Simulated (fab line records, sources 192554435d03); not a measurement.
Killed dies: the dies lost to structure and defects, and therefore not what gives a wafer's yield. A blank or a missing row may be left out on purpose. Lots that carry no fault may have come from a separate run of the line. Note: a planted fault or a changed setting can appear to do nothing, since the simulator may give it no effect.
Split-lot study | flow n5_finfet | 39 wafers read from 7 lots, route of 1938 steps

## THE SPLIT ITSELF
At N5_BEOL_M13_ETCH_68 (etches SOC in N2/H2, time 355 s), the setting time_s was moved away from the recipe's 355 s on 12 of the 39 wafers read, by -22.0% to +59.5%. All remaining wafers had this setting at the recipe value.

Reading taken at the split's own step.

## THE READING
SiARC_of_BEOL_M13_COAT_66.thk_nm (the simulator's own value, which no gauge read), in nm, at N5_BEOL_M13_ETCH_68 (etches SOC in N2/H2, time 355 s). No usual value for it is given in the file. Average 77.1 nm, standard deviation 0.45 nm, over the 27 wafers here run with the recipe.

wafer  | tool, chamber at the split | time_s as run, s | against the recipe | SiARC_of_BEOL_M13_COAT_66.thk_nm, nm | against lot-mates on the recipe
L084.1 | rie_diel-02, 2             | 355              | recipe             | 77.6                                 | -
L084.2 | rie_diel-02, 3             | 355              | recipe             | 77                                   | -
L084.5 | rie_diel-02, 3             | 355              | recipe             | 77                                   | -
L084.3 | rie_diel-02, 0             | 355              | recipe             | 76.6                                 | -
L084.4 | rie_diel-02, 1             | 355              | recipe             | 76.8                                 | -
L084.6 | rie_diel-02, 0             | 355              | recipe             | 77.2                                 | -
L085.1 | rie_diel-03, 1             | 426.9            | +20.3%             | 70.4                                 | -6.5
L085.2 | rie_diel-03, 2,0           | 355              | recipe             | 76.8                                 | -
L085.6 | rie_diel-03, 2,0           | 355              | recipe             | 76.8                                 | -
L085.3 | rie_diel-03, 3             | 426.9            | +20.3%             | 70.6                                 | -6.3
L085.4 | rie_diel-03, 0             | 426.9            | +20.3%             | 69.6                                 | -7.3
L085.5 | rie_diel-03, 1             | 355              | recipe             | 77                                   | -
L089.1 | rie_diel-02, 3             | 355              | recipe             | 77.8                                 | -
L089.2 | rie_diel-02, 2             | 355              | recipe             | 77.6                                 | -
L089.5 | rie_diel-02, 2             | 355              | recipe             | 77.6                                 | -
L090.1 | rie_diel-03, 2             | 355              | recipe             | 75.8                                 | -
L090.2 | rie_diel-03, 1             | 355              | recipe             | 76.4                                 | -
L090.3 | rie_diel-03, 0             | 355              | recipe             | 76.6                                 | -
L090.4 | rie_diel-03, 3             | 355              | recipe             | 77                                   | -
L090.5 | rie_diel-03, 3             | 355              | recipe             | 77.2                                 | -
L090.6 | rie_diel-03, 0             | 355              | recipe             | 76.8                                 | -
L091.1 | rie_diel-02, 1             | 355              | recipe             | 77.4                                 | -
L091.2 | rie_diel-02, 0,3           | 355              | recipe             | 77.2                                 | -
L091.4 | rie_diel-02, 0,3           | 355              | recipe             | 77.2                                 | -
L091.3 | rie_diel-02, 2             | 457.1            | +28.8%             | 67.6                                 | -9.7
L091.5 | rie_diel-02, 3,2           | 457.1            | +28.8%             | 68                                   | -9.3
L091.6 | rie_diel-02, 3,2           | 457.1            | +28.8%             | 68                                   | -9.3
L093.1 | rie_diel-01, 1,3           | 355              | recipe             | 77                                   | -
L093.3 | rie_diel-01, 1,3           | 355              | recipe             | 77                                   | -
L093.2 | rie_diel-01, 2,0           | 276.9            | -22.0%             | 84.8                                 | +7.7
L093.4 | rie_diel-01, 2,0           | 276.9            | -22.0%             | 84.8                                 | +7.7
L093.5 | rie_diel-01, 2             | 276.9            | -22.0%             | 84.4                                 | +7.3
L093.6 | rie_diel-01, 3             | 355              | recipe             | 77.2                                 | -
L092.1 | rie_diel-01, 2             | 566.4            | +59.5%             | 57                                   | -20.3
L092.2 | rie_diel-01, 3             | 566.4            | +59.5%             | 57.4                                 | -19.9
L092.3 | rie_diel-01, 1             | 566.4            | +59.5%             | 57.8                                 | -19.5
L092.4 | rie_diel-01, 0             | 355              | recipe             | 77.8                                 | -
L092.5 | rie_diel-01, 0             | 355              | recipe             | 77.6                                 | -
L092.6 | rie_diel-01, 1             | 355              | recipe             | 76.6                                 | -
Rows listing several chambers each stand for several wafers; the file does not say which wafer went through which chamber.

FIT RESULTS
A straight line over all 39 wafers: SiARC_of_BEOL_M13_COAT_66.thk_nm changes by -0.331 nm for each +1% of time_s; r = -1.00; the points scatter about the line by 0.44 nm.
The same after taking each lot's own level away (the mean of its wafers on the recipe; 39 wafers): -0.335 nm for each +1%; r = -1.00; scatter 0.33 nm.
That fit puts the effect of the largest move of time_s on the reading at 20 nm.
The lots' own levels span 76.63 to 77.67 nm, that is 2.3 times the standard deviation above.
Consequently the slope shifts little with the lot-to-lot level, the two slopes agreeing.
Check: -19.8 nm against its lot-mates is what the line predicts for one of the wafers moved furthest among these (+59.5%) when that wafer is left out of the fit. Against them it came out at -20.3 nm.

## ADDITIONAL SPLITS CARRIED BY THESE WAFERS
Note: prior to the reading, these wafers also went through further splits. Each is held against what the fit with the lots' levels taken away leaves over:
other split on the same wafers  | wafers away from the commonest value | r with SiARC_of_BEOL_M13_COAT_66.thk_nm (lot level and that fit taken away)
N5_BEOL_M9_ETCH_62 time_s       | 9                                    | -0.04
N5_BEOL_M10_CVD_75 target_thk_a | 15                                   | +0.26

## THE FILE'S OWN FIT
SiARC_of_BEOL_M13_COAT_66.thk_nm changes by -0.334 nm for each +1% of time_s, r = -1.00.
